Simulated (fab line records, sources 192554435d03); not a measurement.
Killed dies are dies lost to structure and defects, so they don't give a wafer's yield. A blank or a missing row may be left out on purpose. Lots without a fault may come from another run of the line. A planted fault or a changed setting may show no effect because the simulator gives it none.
A struck lot beside a sound one | flow n5_finfet | 14 steps out of a route of 1938
Sound: wafers L517.1, L517.5, L517.6. Struck: wafer L524.3. (L524.2, L524.6 of the same lot were not struck and are left out.) The cause comes at the end.
At each step with rows: each side's tool, then ch and its chambers, then its first start. Under that, the readings that differ: sound wafers | struck wafers | difference of the means | sigmas: that difference in standard deviations of wafers without a fault.
alike: readings whose means differ by less than 2 such deviations, and words and numbers that are the same on both sides. not compared: withheld readings, readings that some wafer has no value for, bounds like >300 that may hide the same value, and numbers for which the record gives no deviation and whose values overlap.
The two part at a step that has a row with sigmas, a row that says differs or no value, or rows on one side only. Numbers that don't overlap but have no deviation are shown without sigmas and don't part them. A reading that every wafer of one side lacks parts them only if that side has two wafers or more.

first, 7 steps without rows for these wafers: N5_BEOL_M11_COAT_64 (time 60 s, resist thk 30 nm); N5_BEOL_M11_COAT_22 (resist thk 90 nm); N5_BEOL_M11_EBR_24; N5_BEOL_M11_SOFTBAKE_23 (time 60 s); N5_BEOL_M11_EXPOSE_25 (exposes mask V10); N5_BEOL_M11_PEB_26 (peb time 60 s); N5_BEOL_M11_DEVELOP_27 (develop time 30 s).
N5_BEOL_M11_CD_MEAS_28: target cd 70 nm.
  sound on cd_sem-01 ch 0, day 12 04:29; struck on cd_sem-02 ch 0, day 13 23:23
  alike: cd_nm
N5_BEOL_M11_OVL_MEAS_29:
  sound on overlay-02 ch 0, day 12 04:31; struck on overlay-02 ch 0, day 13 23:25
  alike: V10_OVL
N5_BEOL_M11_INSPECT_30: inspects for defects (brightfield).
  sound on defect_inspect-01, day 12 04:32; struck on defect_inspect-01, day 13 23:26
  alike: raw_defect_count
N5_BEOL_M11_DESCUM_33: chemistry O2, time 7.9 s.
  sound on rie_diel-01 ch 0,1,2, day 12 04:34; struck on rie_diel-04 ch 3, day 13 23:28
  alike: drypump_motor_current_A, oes_product_au, rf_vpp_V, showerhead_plenum_p_Torr, throttle_valve_pct
  not compared: rf_hours_counter_h
N5_BEOL_M11_ETCH_65: etches SiARC in CF4, target depth 39 nm, time 65 s.
  sound on rie_diel-01 ch 0,1,2, day 12 04:37; struck on rie_diel-04 ch 3, day 13 23:30
  alike: drypump_motor_current_A, etch_rf_on_time_s, oes_product_au, rf_vpp_V, showerhead_plenum_p_Torr, throttle_valve_pct
  not compared: rf_hours_counter_h
N5_BEOL_M11_ETCH_66: etches SOC in N2/H2, target depth 120 nm, overetch 24 nm, time 180 s.
  sound on rie_diel-01 ch 0,1,2, day 12 04:40; struck on rie_diel-04 ch 3, day 13 23:33
  reading                                     | sound             | struck | difference | sigmas
  model.etch.depth_nm (nm)                    | 100.2 100.2 99.83 | 94.78  | -5.30      |
  model.SiARC_of_BEOL_M11_COAT_64.thk_nm (nm) | 22.8 23.2 22.4    | 24.8   | +2.0       |
  alike: drypump_motor_current_A, oes_product_au, rf_vpp_V, showerhead_plenum_p_Torr, throttle_valve_pct
  not compared: rf_hours_counter_h
then, 1 step without rows for these wafers: N5_BEOL_M11_STRIP_69 (strips in N2/H2).

WHERE THEY PART
Nowhere in this record.

WHY: what the simulator had put in
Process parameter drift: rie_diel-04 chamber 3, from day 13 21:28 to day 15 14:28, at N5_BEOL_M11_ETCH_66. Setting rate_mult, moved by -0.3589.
